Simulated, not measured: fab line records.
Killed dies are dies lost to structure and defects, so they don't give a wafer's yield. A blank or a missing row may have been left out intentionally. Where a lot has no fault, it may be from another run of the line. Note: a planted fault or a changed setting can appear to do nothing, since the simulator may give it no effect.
Chamber matching :: flow n5 finfet :: N5_BEOL_M5_PECVD_70 on pecvd-03: 3 sister chambers
The step deposits SiO2 from TEOS/O2, target thk 16 nm, time 18 s. 20 wafers are shown with their chamber, then 10 later ones without.

WAFERS PAIRED WITH THEIR CHAMBERS
wafer: L075.1
chamber: 0
throttle valve pct (%): 22.6
showerhead plenum p Torr (Torr): 8.79
heater power w (W): 523

wafer: L075.3
chamber: 2
throttle valve pct (%): 21.2
showerhead plenum p Torr (Torr): 8.72
heater power w (W): 711

wafer: L075.6
chamber: 1
throttle valve pct (%): 25.3
showerhead plenum p Torr (Torr): 8.81
heater power w (W): 886

wafer: L074.4
chamber: 0
throttle valve pct (%): 22.8
showerhead plenum p Torr (Torr): 8.80
heater power w (W): 507

wafer: L074.5
chamber: 1
throttle valve pct (%): 24.8
showerhead plenum p Torr (Torr): 8.80
heater power w (W): 836

wafer: L074.6
chamber: 2
throttle valve pct (%): 21.2
showerhead plenum p Torr (Torr): 8.73
heater power w (W): 662

wafer: L080.2
chamber: 1
throttle valve pct (%): 25.0
showerhead plenum p Torr (Torr): 8.82
heater power w (W): 827

wafer: L080.3
chamber: 0
throttle valve pct (%): 22.8
showerhead plenum p Torr (Torr): 8.80
heater power w (W): 613

wafer: L080.5
chamber: 2
throttle valve pct (%): 21.0
showerhead plenum p Torr (Torr): 8.71
heater power w (W): 727

wafer: L085.1
chamber: 0
throttle valve pct (%): 22.8
showerhead plenum p Torr (Torr): 8.80
heater power w (W): 568

wafer: L085.4
chamber: 1
throttle valve pct (%): 25.0
showerhead plenum p Torr (Torr): 8.80
heater power w (W): 732

wafer: L085.5
chamber: 2
throttle valve pct (%): 21.0
showerhead plenum p Torr (Torr): 8.74
heater power w (W): 761

wafer: L088.2
chamber: 2
throttle valve pct (%): 21.5
showerhead plenum p Torr (Torr): 8.71
heater power w (W): 712

wafer: L088.3
chamber: 0
throttle valve pct (%): 22.9
showerhead plenum p Torr (Torr): 8.78
heater power w (W): 579

wafer: L088.4
chamber: 1
throttle valve pct (%): 25.0
showerhead plenum p Torr (Torr): 8.84
heater power w (W): 876

wafer: L087.1
chamber: 0
throttle valve pct (%): 22.6
showerhead plenum p Torr (Torr): 8.79
heater power w (W): 601

wafer: L087.3
chamber: 1
throttle valve pct (%): 25.0
showerhead plenum p Torr (Torr): 8.82
heater power w (W): 809

wafer: L087.5
chamber: 1
throttle valve pct (%): 24.9
showerhead plenum p Torr (Torr): 8.81
heater power w (W): 772

wafer: L090.1
chamber: 2
throttle valve pct (%): 21.2
showerhead plenum p Torr (Torr): 8.74
heater power w (W): 739

wafer: L090.3
chamber: 0
throttle valve pct (%): 22.7
showerhead plenum p Torr (Torr): 8.80
heater power w (W): 591

SIGNATURES, as means of the wafers listed above
reading: throttle valve pct
chamber 0: 22.743
chamber 1: 25.000
chamber 2: 21.183
scatter within a chamber: 0.151

reading: showerhead plenum p Torr
chamber 0: 8.7943
chamber 1: 8.8143
chamber 2: 8.7250
scatter within a chamber: 0.0121

reading: heater power w
chamber 0: 568.86
chamber 1: 819.71
chamber 2: 718.67
scatter within a chamber: 44.1
Rule: for each reading, subtract the chamber's mean from the wafer's reading, divide by that reading's scatter and square the result; add these up over the readings and take the root, which gives the wafer's distance from the chamber. If the next closest chamber is less than 2 further off than the closest, the wafer can't be placed; otherwise it belongs to the closest. The scatter: the root of (the sum of the squares of (reading less its chamber's mean) over the shown wafers, divided by (wafers less chambers)).

WAFERS WITH NO CHAMBER GIVEN
wafer: L090.4
throttle valve pct (%): 22.7
showerhead plenum p Torr (Torr): 8.78
heater power w (W): 578

wafer: L092.4
throttle valve pct (%): 21.4
showerhead plenum p Torr (Torr): 8.74
heater power w (W): 681

wafer: L092.5
throttle valve pct (%): 25.2
showerhead plenum p Torr (Torr): 8.82
heater power w (W): 760

wafer: L092.6
throttle valve pct (%): 21.3
showerhead plenum p Torr (Torr): 8.73
heater power w (W): 675

wafer: L097.2
throttle valve pct (%): 25.1
showerhead plenum p Torr (Torr): 8.82
heater power w (W): 755

wafer: L097.3
throttle valve pct (%): 22.5
showerhead plenum p Torr (Torr): 8.79
heater power w (W): 596

wafer: L097.5
throttle valve pct (%): 22.5
showerhead plenum p Torr (Torr): 8.79
heater power w (W): 622

wafer: L095.2
throttle valve pct (%): 25.0
showerhead plenum p Torr (Torr): 8.80
heater power w (W): 805

wafer: L095.3
throttle valve pct (%): 21.1
showerhead plenum p Torr (Torr): 8.71
heater power w (W): 690

wafer: L095.6
throttle valve pct (%): 22.5
showerhead plenum p Torr (Torr): 8.78
heater power w (W): 579

CHAMBER TAKEN BY EACH
wafer: L090.4
from the rows above: 0
in truth: 0

wafer: L092.4
from the rows above: 2
in truth: 2

wafer: L092.5
from the rows above: 1
in truth: 1

wafer: L092.6
from the rows above: 2
in truth: 2

wafer: L097.2
from the rows above: 1
in truth: 1

wafer: L097.3
from the rows above: 0
in truth: 0

wafer: L097.5
from the rows above: 0
in truth: 0

wafer: L095.2
from the rows above: 1
in truth: 1

wafer: L095.3
from the rows above: 2
in truth: 2

wafer: L095.6
from the rows above: 0
in truth: 0
Correct placement for 10 of the 10. Not placeable from these rows: 0. Number placed wrongly: 0.
